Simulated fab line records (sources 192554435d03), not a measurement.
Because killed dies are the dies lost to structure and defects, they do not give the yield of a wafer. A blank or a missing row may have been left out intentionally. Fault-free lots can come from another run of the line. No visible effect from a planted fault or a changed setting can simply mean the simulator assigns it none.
Chamber matching ; flow n5_finfet ; N5_BEOL_M7_DESCUM_16 on rie_diel-05 has 4 sister chambers
The step chemistry O2, time 7.9 s. 4 wafers are shown with their chamber, then 10 later ones without.

EACH WAFER AND ITS CHAMBER
wafer;chamber;showerhead_plenum_p_Torr (Torr)
L082.6;2;2.01
L090.5;0;2.14
L091.1;1;2.09
L091.2;3;1.98

WAFERS MISSING THEIR CHAMBER
wafer;showerhead_plenum_p_Torr (Torr)
L091.4;2.00
L076.2;1.98
L076.3;2.00
L076.5;2.14
L094.4;1.98
L094.5;2.14
L094.6;1.98
L095.1;2.00
L095.3;2.08
L095.6;1.98

THE CHAMBER EACH PASSED THROUGH
wafer;from the rows above;in truth
L091.4;can't be placed: 2 or 3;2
L076.2;3;3
L076.3;can't be placed: 2 or 3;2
L076.5;0;0
L094.4;3;3
L094.5;0;0
L094.6;3;3
L095.1;can't be placed: 2 or 3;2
L095.3;1;1
L095.6;3;3
7 of 10 placed correctly. These rows do not allow placing 3 (true chamber among the candidates in 3). Number placed wrongly: 0.
How it was worked out, from the rows above alone: a wafer's distance from a chamber is the root of the sum, over the readings, of the square of ((its reading less the chamber's mean) divided by the reading's scatter). The wafer belongs to the nearest chamber; if the next one is less than 2 further off, it can't be placed. The mean given for a chamber averages the wafers shown for that chamber. The scatter: root of mean squared gap, hidden wafer to nearest shown wafer, with one shown wafer a chamber.
